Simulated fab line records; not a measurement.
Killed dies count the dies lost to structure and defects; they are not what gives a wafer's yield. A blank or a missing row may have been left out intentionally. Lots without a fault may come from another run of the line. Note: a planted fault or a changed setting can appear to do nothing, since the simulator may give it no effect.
Which tool was responsible? -- flow n5 finfet -- 10 lots with 30 wafers sampled at 6 steps, on a route of 1938 steps

WHAT EACH GAUGE READ, for each wafer
N5_BEOL_M4_THK_MEAS_53: measures by xrf.
lot,measured,on,M4_THK (nm)
L896,day 8 10:08,film metro-01,40.1 41.6 41.4
L895,day 8 12:32,film metro-02,42.2 40.8 40.5
L900,day 9 12:55,film metro-02,40.1 39.6 39.2
L903,day 10 12:18,film metro-01,38.1 39.3 39.2
L904,day 10 13:12,film metro-01,40.4 40.9 38.3
L907,day 11 15:46,film metro-02,40.1 39.4 40.0
L910,day 12 08:24,film metro-02,41.4 40.4 41.9
L914,day 13 05:08,film metro-02,41.2 41.3 40.7
L913,day 13 14:26,film metro-02,38.6 40.1 40.3
L915,day 14 01:50,film metro-02,37.8 39.6 40.4

N5_BEOL_M4_INSPECT_59: inspects for defects (darkfield).
lot,measured,on,raw defect count
L896,day 8 10:26,defect inspect-02,103 65 85
L895,day 8 12:50,defect inspect-01,149 91 59
L900,day 9 13:16,defect inspect-01,47 32 23
L903,day 10 12:35,defect inspect-01,74 52 68
L904,day 10 13:29,defect inspect-02,82 79 86
L907,day 11 16:06,defect inspect-01,51 48 72
L910,day 12 08:41,defect inspect-01,53 145 94
L914,day 13 05:25,defect inspect-02,55 62 62
L913,day 13 14:46,defect inspect-02,56 64 80
L915,day 14 02:07,defect inspect-02,76 86 50

N5_BEOL_M4_RC_MEAS_101.
lot,measured,on,DIBL_N (mV/V),DIBL_P (mV/V),IOFF_N (nA/um),IOFF_P (nA/um),ION_N (uA/um),ION_P (uA/um),SS_N (mV/dec),SS_P (mV/dec),VT_N (mV),VT_P (mV)
L896,day 8 10:27,prober-02,35.7 34.0 36.6,36.3 33.5 37.3,0.169 0.136 0.185,0.208 0.173 0.220,679 663 680,460 454 463,71.8 71.2 72.8,73.6 72.4 72.9,247.4 252.1 247.1,-251.9 -254.5 -251.7
L895,day 8 12:51,prober-02,37.0 37.4 35.8,36.3 37.6 35.2,0.171 0.182 0.143,0.212 0.231 0.192,677 680 673,457 462 457,72.1 71.4 71.3,73.2 73.9 73.3,249.5 246.6 249.4,-248.3 -246.2 -250.7
L900,day 9 13:36,prober-02,34.7 37.3 35.3,35.5 38.2 35.8,0.136 0.170 0.142,0.218 0.266 0.223,673 675 679,467 472 474,71.1 72.1 71.8,72.3 73.3 72.5,249.2 248.7 250.7,-247.6 -243.5 -248.0
L903,day 10 13:04,prober-02,37.8 37.2 37.6,38.1 36.9 38.3,0.183 0.177 0.184,0.241 0.222 0.236,682 690 684,470 469 469,71.0 71.2 71.0,72.9 73.4 73.7,244.8 247.2 247.3,-247.0 -250.9 -250.2
L904,day 10 13:40,prober-01,35.9 35.2 35.7,36.0 35.3 35.8,0.162 0.151 0.155,0.199 0.188 0.194,670 678 670,461 465 462,71.2 71.4 71.5,72.5 72.7 73.0,247.1 245.8 246.7,-250.7 -251.3 -252.4
L907,day 11 16:08,prober-02,35.0 35.4 34.6,34.1 34.7 34.4,0.152 0.160 0.155,0.185 0.192 0.186,682 683 685,461 458 465,71.5 71.3 71.3,72.6 72.6 72.8,249.4 248.1 248.4,-250.4 -252.3 -250.2
L910,day 12 08:43,prober-02,38.3 36.2 36.1,37.3 35.6 36.0,0.176 0.139 0.146,0.246 0.225 0.226,678 664 672,469 472 473,70.9 70.7 71.4,73.8 73.2 72.6,249.1 250.8 249.6,-246.2 -244.7 -248.5
L914,day 13 05:27,prober-02,38.2 37.4 39.1,37.6 36.7 39.4,0.172 0.151 0.197,0.217 0.204 0.249,680 663 679,462 457 463,71.6 71.9 72.1,74.0 73.9 74.4,247.7 251.6 246.0,-248.9 -250.7 -247.2
L913,day 13 14:47,prober-01,34.5 35.3 32.4,35.4 36.1 33.1,0.140 0.154 0.116,0.186 0.202 0.156,673 676 664,460 459 457,71.1 72.1 70.8,72.7 72.4 72.0,249.2 250.1 254.7,-253.0 -250.4 -251.6
L915,day 14 02:27,prober-01,34.8 35.9 35.1,33.5 35.1 33.4,0.121 0.141 0.122,0.176 0.204 0.179,667 671 669,466 468 464,71.0 71.4 70.9,72.4 73.3 73.0,252.6 251.9 252.8,-252.6 -248.8 -248.2

TOOL THAT RAN EACH LOT (tool first, then ch and the chambers of the sampled wafers, then the start)
lot,N5_BEOL_M4_ECD_50,N5_BEOL_M4_CMP_52,N5_BEOL_M4_CO_CAP_55
L896,"ecd cu-01 ch 0,1, day 8 09:28","cmp-01 ch 0,2,3, day 8 09:53","cvd co-02 ch 0,1, day 8 10:13"
L895,"ecd cu-02 ch 0,1, day 8 11:52","cmp-01 ch 1,3, day 8 12:17","cvd co-01 ch 0,1,2, day 8 12:37"
L900,"ecd cu-02 ch 0,1, day 9 12:11","cmp-01 ch 0,2,3, day 9 12:42","cvd co-01 ch 0,1,2, day 9 13:01"
L903,"ecd cu-02 ch 0,1, day 10 11:38","cmp-02 ch 0,1, day 10 12:00","cvd co-02 ch 0,1,2, day 10 12:25"
L904,"ecd cu-01 ch 0, day 10 12:32","cmp-01 ch 1,2, day 10 12:55","cvd co-01 ch 0,1,2, day 10 13:17"
L907,"ecd cu-02 ch 0,1, day 11 14:43","cmp-01 ch 0,2, day 11 15:28","cvd co-02 ch 1,2, day 11 15:52"
L910,"ecd cu-01 ch 0,1, day 12 07:44","cmp-02 ch 0,3, day 12 08:07","cvd co-01 ch 0,1, day 12 08:29"
L914,"ecd cu-01 ch 0,1, day 13 04:28","cmp-01 ch 0,1,3, day 13 04:55","cvd co-02 ch 1,2, day 13 05:13"
L913,"ecd cu-01 ch 0,1, day 13 13:46","cmp-02 ch 1,2, day 13 14:09","cvd co-02 ch 0,1,2, day 13 14:31"
L915,"ecd cu-01 ch 0,1, day 14 01:11","cmp-01 ch 0,2,3, day 14 01:32","cvd co-02 ch 1,2, day 14 01:54"
- N5_BEOL_M4_ECD_50: material Cu, target thk 300 nm.
- N5_BEOL_M4_CMP_52: polishes, stops on SiOC, t overpolish 6.8 s, target thk 40 nm.
- N5_BEOL_M4_CO_CAP_55: material Co, precursor CCTBA/H2, target thk 2 nm, time 102.1 s.

AS READ BY THE TOOLS THEMSELVES (means over the sampled wafers that have a number; for cases with no such wafer, the mark the record gives instead)
N5_BEOL_M4_CMP_52.
lot,tool,edge zone pressure frac,motor current A (A),time to endpoint s (s)
L896,cmp-01,1.001,5.8,62.9
L895,cmp-01,1.008,5.8,65.0
L900,cmp-01,0.998,5.9,62.1
L903,cmp-02,0.997,5.5,69.7
L904,cmp-01,0.998,5.6,59.6
L907,cmp-01,1.001,5.6,68.7
L910,cmp-02,0.995,5.5,60.3
L914,cmp-01,1.002,5.6,64.9
L913,cmp-02,0.999,6.0,59.6
L915,cmp-01,0.998,5.7,63.4

N5_BEOL_M4_CO_CAP_55.
lot,tool,heater power w (W)
L896,cvd co-02,252
L895,cvd co-01,239
L900,cvd co-01,236
L903,cvd co-02,233
L904,cvd co-01,236
L907,cvd co-02,217
L910,cvd co-01,253
L914,cvd co-02,213
L913,cvd co-02,234
L915,cvd co-02,212

THE ANSWER, worked out from the rows above alone
Rule: the usual values come from the lots themselves. The widest of any qualifying gaps counts: lots, ordered by their means at a reading, are off when they make up no more than a third of the lots, leave a main group of 4 or more, and stand apart from it by 3 or more times the standard deviation of that group's means. Not used: any main group whose means are identical at the precision the tables above print for the reading. A lot without any number at a reading at which 4 lots or more have one is off too. Any other lot the step has rows for is counted as sound. Order of review: gauges by route order, followed by the tools' own readings, for which a lot's mean as printed above is used. The first step at which some lot is off is used, and at that step the reading that is off furthest; a lot without a number counts as furthest.
No lot is off on any of the readings shown, so nothing can be concluded from this.

WHAT THE SIMULATOR HAD PUT IN
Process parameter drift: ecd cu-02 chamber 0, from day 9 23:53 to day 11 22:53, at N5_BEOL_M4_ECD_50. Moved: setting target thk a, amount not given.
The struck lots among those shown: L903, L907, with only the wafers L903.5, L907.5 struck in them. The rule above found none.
